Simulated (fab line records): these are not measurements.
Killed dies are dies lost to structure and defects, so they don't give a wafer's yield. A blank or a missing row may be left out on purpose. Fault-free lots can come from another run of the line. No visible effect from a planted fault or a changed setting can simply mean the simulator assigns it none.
fab line records	flow nand-harc
record lots=13	wafers=39	last-day=26
route steps=1159 shown A_SLIT@797 A_WL_FILL@823 A_CONTACT@840
lots that met no fault: from a run of the same line without faults
start-h: start of the lot's first displayed wafer, in hours after the record's first day	wait-h: hours elapsed since this lot's preceding step	" repeats the value in the row above	L1.1+2: one row covering several wafers at once	- no value present, or no start provided	* or withheld: withheld	< > ~ a bound
route shown NAME@n: NAME is a module with steps in the file, n the number in the route of the first one	usual: mean/standard deviation of fault-free wafers	same: alike in all rows	chamber/n: place in a boat	sites: readings site by site	_std_site: the standard deviation of these	_edge_site: inner sites' mean taken away from outer sites' mean	radius-mm: how far each site lies from the wafer's centre	mask NAME#n: copy n	behind: the last tool/chamber to shape the wafer	hold: why the lot went on hold/how many hours it stayed there/how the hold came to an end	device: names the non-switching transistor (n, p or np)	end of line: tests of these same wafers at the route's end	where a step has no rows: the recipe by itself	killed: dies lost to structure and defects at the first sort, not the wafer's yield	map: a wafer's dies, marking killed ones x, the rest . and places with no die _
set.NAME: the setting that was run; set.NAME@STEP: the one run at that earlier step	model.NAME: the simulator's own value behind a step, which no gauge read
a sample of lots followed through the steps of the route, with each step as a table and each wafer as a row
services: the hour from which a tool's chamber was out of use, counted from the record's first day as start-h (under 0 if before that day), plus the number of hours and why
## steps
# step NHARC_A_SLIT_ETCH_26
# recipe bias-v=400	source-w=2000	pressure-mtorr=25	time-s=90	ar-flow-sccm=375	c4f8-flow-sccm=41.7	o2-flow-sccm=83.3	target-depth-a=4000	chemistry=C4F8/O2/Ar
# usual bias-v=399/3.5	c4f8-flow-sccm=41.72/0.12	drypump-motor-current-A=5.5/0.36	showerhead-plenum-p-Torr=3.76/0.071	throttle-valve-pct=27.620/0.0099
lot.wafer	tool	chamber	start-h	wait-h	bias-v	c4f8-flow-sccm	drypump-motor-current-A	rf-hours-counter-h	showerhead-plenum-p-Torr	throttle-valve-pct
L769.4	har-etch-02	1	337.07	0.8	404	41.76	5.9	-	3.70	27.613
L769.3	"	0	"	"	396	41.83	5.5	-	3.88	27.616
L769.5	"	1	"	"	399	41.85	5.9	-	3.70	27.612
L771.2	har-etch-01	0	343.75	1.3	396	41.72	5.7	18	3.83	27.612
L771.1	"	1	"	"	399	41.74	5.0	18	3.72	27.619
L771.5	"	0	"	"	399	41.71	5.7	-	3.83	27.632
L770.1	har-etch-01	1	345.45	1.3	400	41.85	5.0	20	3.72	27.613
L770.3	"	0	"	"	400	41.89	5.7	-	3.82	27.619
L770.6	"	1	"	"	403	41.79	5.0	-	3.72	27.634
L773.2	har-etch-01	0	354.01	1.2	406	41.77	5.7	21	3.82	27.617
L773.5	"	0	"	"	401	41.78	5.7	-	3.82	27.610
L773.6	"	1	"	"	396	41.58	5.0	-	3.72	27.631
L779.2	har-etch-02	0	425.81	1.0	398	41.82	5.4	209	3.86	27.614
L779.4	"	1	"	"	399	41.75	5.9	-	3.67	27.611
L779.6	"	1	"	"	398	41.81	5.9	-	3.67	27.614
L783.1	har-etch-01	0	428.26	1.0	398	41.85	5.7	54	3.80	27.627
L783.3	"	0	"	"	403	41.58	5.7	-	3.80	27.628
L783.6	"	1	"	"	394	41.75	5.0	-	3.70	27.625
L784.2	har-etch-02	1	439.87	1.0	397	41.88	5.9	212	3.67	27.643
L784.4	"	0	"	"	405	41.56	5.5	-	3.86	27.620
L784.3	"	1	"	"	396	41.75	5.9	-	3.67	27.650
L782.2	har-etch-01	0	440.12	1.2	397	41.74	5.7	55	3.80	27.634
L782.3	"	0	"	"	396	41.74	5.7	-	3.80	27.626
L782.5	"	0	"	"	394	41.72	5.7	-	3.80	27.609
L785.1	har-etch-01	0	449.14	1.2	398	41.77	5.7	61	3.80	27.640
L785.2	"	1	"	"	399	41.81	5.0	61	3.70	27.628
L785.5	"	1	"	"	405	41.69	5.0	-	3.70	27.623
L789.2	har-etch-01	0	461.11	1.2	396	41.72	5.7	68	3.80	27.612
L789.1	"	1	"	"	398	41.69	5.0	68	3.70	27.622
L789.3	"	0	"	"	396	41.73	5.7	-	3.80	27.632
L788.3	har-etch-02	1	462.55	0.8	403	41.79	5.9	-	3.66	27.622
L788.4	"	0	"	"	397	41.59	5.5	-	3.85	27.608
L788.6	"	1	"	"	397	41.87	5.9	-	3.66	27.627
L790.1	har-etch-01	1	462.98	1.2	402	41.68	5.0	69	3.70	27.621
L790.4	"	1	"	"	401	41.71	5.0	-	3.70	27.614
L790.5	"	1	"	"	402	41.86	5.0	-	3.70	27.621
L792.2	har-etch-02	0	473.64	1.0	403	41.64	5.5	236	3.84	27.627
L792.3	"	0	"	"	396	41.77	5.5	-	3.84	27.602
L792.5	"	1	"	"	399	41.77	5.9	-	3.66	27.607
# step NHARC_A_WL_FILL_ETCHBACK_16
# recipe target-depth-a=880	time-s=17.6	c4f8-flow-sccm=withheld	o2-flow-sccm=8	ar-flow-sccm=withheld	rf-w=600	bias-w=800	chemistry=C4F8/O2/Ar
# usual oes-product-au=0.988/0.023	rf-vpp-V=724/3.6	run-length-s=38.9/0.48
lot.wafer	tool	chamber	start-h	wait-h	oes-product-au	rf-hours-counter-h	rf-vpp-V	run-length-s
L769.3	rie-diel-06	2	359.65	-	0.993	7.1	721	37.9
L769.4	"	0	"	"	1.003	-	722	38.8
L769.5	"	2	"	"	0.997	-	720	38.0
L771.1	rie-diel-06	1	367.65	-	0.991	6.3	720	38.4
L771.2	"	3	"	"	1.005	8.4	717	39.3
L771.5	"	1	"	"	0.991	-	720	38.9
L770.3	rie-diel-09	0	368.75	-	0.985	3.5	725	38.4
L770.1	"	2	"	"	0.970	2.3	727	39.2
L770.6	"	0	"	"	0.996	-	724	38.4
L773.2	rie-diel-07	1	384.60	-	0.930	3.3	720	39.4
L773.5	"	0	"	"	0.919	-	723	39.7
L773.6	"	1	"	"	0.918	-	722	39.4
L779.2	rie-diel-09	3	450.34	-	1.003	0.0	729	25.2
L779.6	"	0	"	"	1.015	-	725	39.1
L779.4	"	2	"	"	0.993	-	726	38.6
L783.3	rie-diel-07	1	453.40	-	0.998	1.2	721	39.8
L783.1	"	0	"	"	1.009	1.2	722	39.8
L783.6	"	1	"	"	0.995	-	721	39.6
L782.2	rie-diel-06	0	470.09	-	1.019	3.3	723	38.8
L782.3	"	3	"	"	1.016	2.9	717	39.6
L782.5	"	1	"	"	0.994	-	721	38.3
L784.2	rie-diel-07	1	470.17	-	0.984	1.7	720	39.2
L784.3	"	2	"	"	0.962	1.7	726	39.5
L784.4	"	0	"	"	0.981	1.7	723	39.2
L785.1	rie-diel-07	3	480.53	-	1.006	2.1	722	38.5
L785.2	"	2	"	"	0.980	2.1	724	39.3
L785.5	"	3	"	"	0.998	-	721	38.5
L790.1	rie-diel-06	1	483.40	-	0.998	4.3	720	38.6
L790.4	"	2	"	"	1.003	4.3	720	37.8
L790.5	"	2	"	"	0.990	-	718	38.1
L789.3	rie-diel-06	3	483.65	-	1.001	3.6	716	39.1
L789.2	"	0	"	"	1.015	4.3	722	39.1
L789.1	"	2	"	"	0.992	4.3	722	37.9
L788.3	rie-diel-07	0	488.85	-	0.953	2.3	721	39.3
L788.4	"	2	"	"	0.940	-	725	39.9
L788.6	"	3	"	"	0.953	-	723	38.7
L792.3	rie-diel-07	2	504.53	-	0.986	2.5	723	39.4
L792.2	"	3	"	"	1.003	2.5	722	38.5
L792.5	"	1	"	"	0.971	-	721	39.6
# step NHARC_A_CONTACT_DEP_24
# recipe target-thk-a=5000	temp-c=400	pressure-torr=6.5	rf-w=900	teos-flow-sccm=161.4	flow-sccm=2650	target-thk-nm=500	gas=O2	material=SiO2
# usual heater-power-w=546/100	throttle-valve-pct=15.9/0.48
lot.wafer	tool	chamber	start-h	wait-h	heater-power-w	throttle-valve-pct
L769.3	pecvd-01	2	379.33	0.1	643	16.0
L769.4	"	0	"	"	693	15.6
L769.5	"	1	"	"	663	15.0
L770.3	pecvd-02	1	388.54	0.1	432	16.4
L770.1	"	2	"	"	667	15.4
L770.6	"	1	"	"	328	16.4
L771.2	pecvd-02	2	389.03	0.3	753	15.4
L771.1	"	0	"	"	447	15.6
L771.5	"	0	"	"	484	15.6
L773.2	pecvd-04	0	405.88	0.2	422	16.6
L773.5	"	1	"	"	462	15.4
L773.6	"	2	"	"	583	15.8
L779.6	pecvd-02	1	462.62	0.3	393	16.5
L779.4	"	2	"	"	640	15.3
L783.1	pecvd-02	1	468.24	0.1	390	16.3
L783.3	"	2	"	"	602	15.6
L783.6	"	2	"	"	631	15.4
L782.2	pecvd-02	2	481.77	0.1	573	15.1
L782.3	"	0	"	"	511	15.7
L782.5	"	1	"	"	397	16.8
L784.3	pecvd-01	1	486.03	0.1	516	15.4
L784.2	"	0	"	"	749	15.9
L784.4	"	2	"	"	617	16.1
L785.2	pecvd-04	1	499.80	0.1	424	16.0
L785.1	"	0	"	"	492	16.7
L785.5	"	2	"	"	565	16.1
L790.1	pecvd-04	0	501.98	0.1	484	16.8
L790.5	"	1	"	"	490	15.9
L790.4	"	2	"	"	622	15.7
L789.1	pecvd-04	1	504.12	0.1	494	15.8
L789.2	"	2	"	"	609	15.7
L789.3	"	0	"	"	503	16.6
L788.3	pecvd-02	2	506.21	0.1	673	15.7
L788.4	"	2	"	"	699	15.5
L788.6	"	1	"	"	388	16.7
L792.2	pecvd-01	1	521.33	0.1	571	15.3
L792.3	"	2	"	"	677	16.1
L792.5	"	2	"	"	680	16.1
# step NHARC_A_CONTACT_INSPECT_44
# usual raw-defect-count=25/14
lot.wafer	tool	chamber	start-h	wait-h	raw-defect-count
L769.3	defect-inspect-02	-	385.49	0.0	28
L769.4	"	-	"	"	26
L769.5	"	-	"	"	21
L770.1	defect-inspect-01	-	392.82	0.1	19
L770.3	"	-	"	"	26
L770.6	"	-	"	"	21
L771.1	defect-inspect-02	-	393.50	0.0	7
L771.2	"	-	"	"	6
L771.5	"	-	"	"	7
L773.2	defect-inspect-02	-	410.37	0.0	12
L773.5	"	-	"	"	27
L773.6	"	-	"	"	25
L779.4	defect-inspect-01	-	466.01	0.0	41
L779.6	"	-	"	"	53
L783.1	defect-inspect-01	-	471.97	0.0	29
L783.3	"	-	"	"	30
L783.6	"	-	"	"	36
L782.2	defect-inspect-02	-	489.86	0.0	26
L782.3	"	-	"	"	41
L782.5	"	-	"	"	29
L784.2	defect-inspect-01	-	495.01	0.0	52
L784.3	"	-	"	"	44
L784.4	"	-	"	"	48
L785.1	defect-inspect-01	-	505.26	0.0	40
L785.2	"	-	"	"	34
L785.5	"	-	"	"	33
L790.1	defect-inspect-02	-	508.29	0.0	15
L790.4	"	-	"	"	16
L790.5	"	-	"	"	14
L789.1	defect-inspect-02	-	510.51	0.0	11
L789.2	"	-	"	"	6
L789.3	"	-	"	"	14
L788.3	defect-inspect-02	-	510.79	0.0	37
L788.4	"	-	"	"	39
L788.6	"	-	"	"	29
L792.2	defect-inspect-02	-	524.99	0.0	27
L792.3	"	-	"	"	37
L792.5	"	-	"	"	37
## services
tool	chamber	start-h	hours	kind
rie-diel-06	0	313.87	4.1	repair
pecvd-02	-	334.00	13.0	pm
rie-diel-09	-	349.39	0.9	repair
pecvd-02	2	356.87	14.0	repair
rie-diel-06	1	357.15	8.1	repair
rie-diel-07	3	366.57	2.2	repair
pecvd-02	1	367.30	3.6	repair
pecvd-04	-	376.26	13.0	pm
rie-diel-06	3	376.75	9.8	repair
pecvd-04	1	398.06	3.3	repair
rie-diel-06	1	401.28	1.9	repair
rie-diel-06	-	403.74	0.7	repair
rie-diel-07	-	405.20	9.0	pm
rie-diel-09	-	409.63	0.5	repair
pecvd-04	2	413.70	3.5	repair
rie-diel-06	-	418.33	9.0	pm
pecvd-01	-	418.55	13.0	pm
rie-diel-09	-	431.10	9.0	pm
rie-diel-06	3	436.01	8.0	repair
rie-diel-07	1	485.86	8.3	repair
rie-diel-06	2	499.26	6.1	repair
pecvd-02	-	500.09	1.1	repair
pecvd-04	2	512.59	11.9	repair
pecvd-02	-	515.15	13.0	pm
## key
first-sign step=NHARC_A_WL_FILL_ETCHBACK_16	reading=run-length-s	direction=down	sigmas=28	usual=*	struck=*
effect none on later readings
met-at NHARC_A_WL_FILL_ETCHBACK_16
struck-lots L779
struck-wafers L779.2
later-rows-left-out L779.2
sort-left-out L779.2
tester-left-out L779
not-acting-at NHARC_A_SLIT_ETCH_26,NHARC_A_CONTACT_DEP_24,NHARC_A_CONTACT_INSPECT_44
onset-between 368.75 450.34
fault kind=process-parameter-drift	tool=rie-diel-09	chamber=-	onset-h=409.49	steps=NHARC_A_WL_FILL_ETCHBACK_16	channel=time-s	offset=*	shape=step	end-h=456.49	scope=struck-wafers-only	acts-in=*	stated=*
# tester-left-out: of these lots the tester's yield and bins aren't shown, on N5 and GAA mostly nor the transistor test; their killed dies are dies lost to structure and defects alone, not to doping, threshold or leakage, so they don't give the yield
# sort-left-out: the simulated sort isn't trusted on such a fault, so these wafers' sort isn't shown, and their yield isn't known
# later-rows-left-out: the simulator's readings of these wafers behind a module that went badly wrong aren't trusted and aren't shown, but for the sort
